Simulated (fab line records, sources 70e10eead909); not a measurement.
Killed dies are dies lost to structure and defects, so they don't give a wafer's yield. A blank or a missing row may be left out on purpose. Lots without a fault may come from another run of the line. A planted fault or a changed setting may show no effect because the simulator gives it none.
Chamber matching | flow nand_harc | NHARC_A_STAIRCASE_DEP_322 on pecvd-04: 3 sister chambers
The step deposits SiO2, target thk 3800 nm. 14 wafers are shown with their chamber, then 7 later ones without.

WAFERS WITH THEIR CHAMBER
wafer  | chamber | heater_power_w (W) | mfc_precursor_sccm (sccm)
L783.1 | 0       | 677                | 199.7
L783.5 | 1       | 675                | 199.2
L783.6 | 2       | 503                | 200.4
L785.2 | 1       | 764                | 200.2
L785.4 | 0       | 534                | 199.1
L785.5 | 2       | 506                | 199.5
L789.2 | 1       | 726                | 199.2
L789.5 | 2       | 510                | 199.1
L789.6 | 1       | 665                | 199.8
L790.3 | 0       | 606                | 199.9
L790.4 | 0       | 542                | 200.1
L790.5 | 2       | 519                | 199.4
L794.3 | 0       | 549                | 200.4
L794.5 | 1       | 660                | 200.1

SIGNATURES (means of the wafers above)
reading            | chamber 0 | chamber 1 | chamber 2 | scatter within a chamber
heater_power_w     | 581.60    | 698.00    | 509.50    | 45.7
mfc_precursor_sccm | 199.840   | 199.700   | 199.600   | 0.506
Rule: a wafer's distance from a chamber is the root of the sum, over the readings, of the square of ((its reading less the chamber's mean) divided by the reading's scatter). The wafer belongs to the nearest chamber; if the next one is less than 2 further off, it can't be placed. The scatter: the root of (the sum of the squares of (reading less its chamber's mean) over the shown wafers, divided by (wafers less chambers)).

WAFERS WITHOUT THEIR CHAMBER
wafer  | heater_power_w (W) | mfc_precursor_sccm (sccm)
L794.6 | 547                | 199.9
L805.2 | 641                | 199.6
L805.5 | 520                | 200.4
L805.6 | 643                | 200.4
L806.3 | 585                | 199.1
L806.4 | 529                | 199.4
L806.5 | 642                | 199.9

WHICH CHAMBER EACH WENT THROUGH
wafer  | from the rows above          | in truth
L794.6 | can't be placed: 0 or 2      | 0
L805.2 | can't be placed: 1 or 0 or 2 | 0
L805.5 | can't be placed: 2 or 0      | 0
L805.6 | can't be placed: 0 or 1 or 2 | 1
L806.3 | can't be placed: 0 or 2 or 1 | 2
L806.4 | can't be placed: 2 or 0      | 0
L806.5 | can't be placed: 1 or 0 or 2 | 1
Placed correctly: 0 of 7. Can't be placed from these rows: 7 (the true chamber is among the candidates in 7). Placed wrongly: 0.
